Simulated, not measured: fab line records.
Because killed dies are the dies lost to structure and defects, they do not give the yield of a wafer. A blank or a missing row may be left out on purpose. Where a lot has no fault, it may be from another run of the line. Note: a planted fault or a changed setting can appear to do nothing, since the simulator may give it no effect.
A struck lot beside a sound one | flow nandHarc | 15 out of 1302 route steps
Sound: the wafers L692.3, L692.5, L692.6. Struck: wafer L697.3; the same lot's L697.6 was not struck, so it is left out; see the end for the cause.
At each step with rows: each side's tool, then ch and its chambers, then its first start. Under that, the readings that differ: sound wafers | struck wafers | difference of the means | sigmas: that difference in standard deviations of wafers without a fault.
alike: a reading whose means differ by less than 2 such deviations, as well as words and numbers matching on both sides. not compared: withheld readings; readings where some wafer has no value; bounds like >300 that might hide an equal value; numbers whose values overlap and for which the record gives no deviation.
The two part at a step that has a row with sigmas, a row that says differs or no value, or rows on one side only. Numbers that don't overlap but have no deviation are shown without sigmas and don't part them. Lack of a reading on every wafer of one side parts them only where that side has two or more wafers.

first, 2 steps without rows for these wafers: NHARC_A_DECK1_JOINT_ANNEAL_28 (time 1800 s); NHARC_A_DECK1_JOINT_ANNEAL_29 (time 1800 s).
NHARC_A_DECK1_JOINT_CMP_02: polishes SiOx.
  sound on cmp-02 ch 1,2, day 17 09:59; struck on cmp-01 ch 0, day 19 05:49
  alike: edgeZonePressureFrac, motorCurrentA
then, 1 step without rows for these wafers: NHARC_A_DECK1_JOINT_SRD_15.
NHARC_A_DECK1_JOINT_DEP_16: deposits SiO2, target thk 45 nm.
  sound on pecvd-04 ch 0,1,2, day 17 10:26; struck on pecvd-04 ch 1, day 19 06:13
  alike: heaterPowerOuterW, heaterPowerW, mfcPrecursorSccm, showerheadVppV, throttleValvePct
NHARC_A_DECK1_JOINT_THK_MEAS_17: measures by ellipsometry.
  struck on filmMetro-02, day 19 06:28; sound on filmMetro-01, day 17 10:40
reading    | sound          | struck | difference | sigmas
thkNm (nm) | 44.9 42.5 44.0 | 46.5   | +2.7       | +2
NHARC_A_DECK1_JOINT_INSPECT_05:
  struck on defectInspect-02, day 19 06:31; sound on defectInspect-01, day 17 10:41
  alike: rawDefectCount
following that, 1 step holds no rows for these wafers, namely NHARC_A_ONON_D2_DEP_00 (target thickness 1000 nm).
NHARC_A_ONON_D2_THK_MEAS_02: measures by ellipsometry.
  struck on filmMetro-02, day 19 07:05; sound on filmMetro-02, day 17 11:17
  alike: thkNm
following that, 1 step holds no rows for these wafers, namely NHARC_A_ONON_D2_DEP_03 (target thickness 1000 nm).
NHARC_A_ONON_D2_THK_MEAS_05: measures by ellipsometry.
  struck on filmMetro-02, day 19 07:39; sound on filmMetro-02, day 17 11:52
  alike: thkNm
NHARC_A_ONON_D2_DEP_06: target thk 1000 nm.
  sound on pecvdOnon-02 ch 0, day 17 12:02; struck on pecvdOnon-02 ch 0, day 19 07:50
NHARC_A_ONON_D2_THK_MEAS_08: measures by ellipsometry.
  struck on filmMetro-01, day 19 08:13; sound on filmMetro-01, day 17 12:25
reading    | sound       | struck | difference | sigmas
thkNm (nm) | 998 999 998 | 448    | -550       | -74
following that, 1 step holds no rows for these wafers, namely NHARC_A_ONON_D2_DEP_09 (target thickness 1000 nm).
-- jump in the record: it breaks off in module A_ONON_D2 and resumes in module END (first step shown: number 1302 of the route), and 11 days separate the struck wafers' starts before and after --
NHARC_END_SORT_01:
  sound on prober-02 ch 0, day 29 17:02; struck on prober-01 ch 0, day 30 19:58
reading           | sound    | struck | difference | sigmas
killedAtArray     | 18 21 22 | 667    | +647       | +31
killedAtPeriphery | 1 4 1    | 8      | +6         | +2
killedDies        | 20 25 24 | 677    | +654       | +33
killedShort       | 3 3 2    | 6      | +3         | +2
  alike: killedAtOther, killedOpen

== WHERE THEY PART ==
Earliest at NHARC_A_DECK1_JOINT_THK_MEAS_17; latest, in this record, at NHARC_END_SORT_01.

WHY: whatever the simulator had introduced
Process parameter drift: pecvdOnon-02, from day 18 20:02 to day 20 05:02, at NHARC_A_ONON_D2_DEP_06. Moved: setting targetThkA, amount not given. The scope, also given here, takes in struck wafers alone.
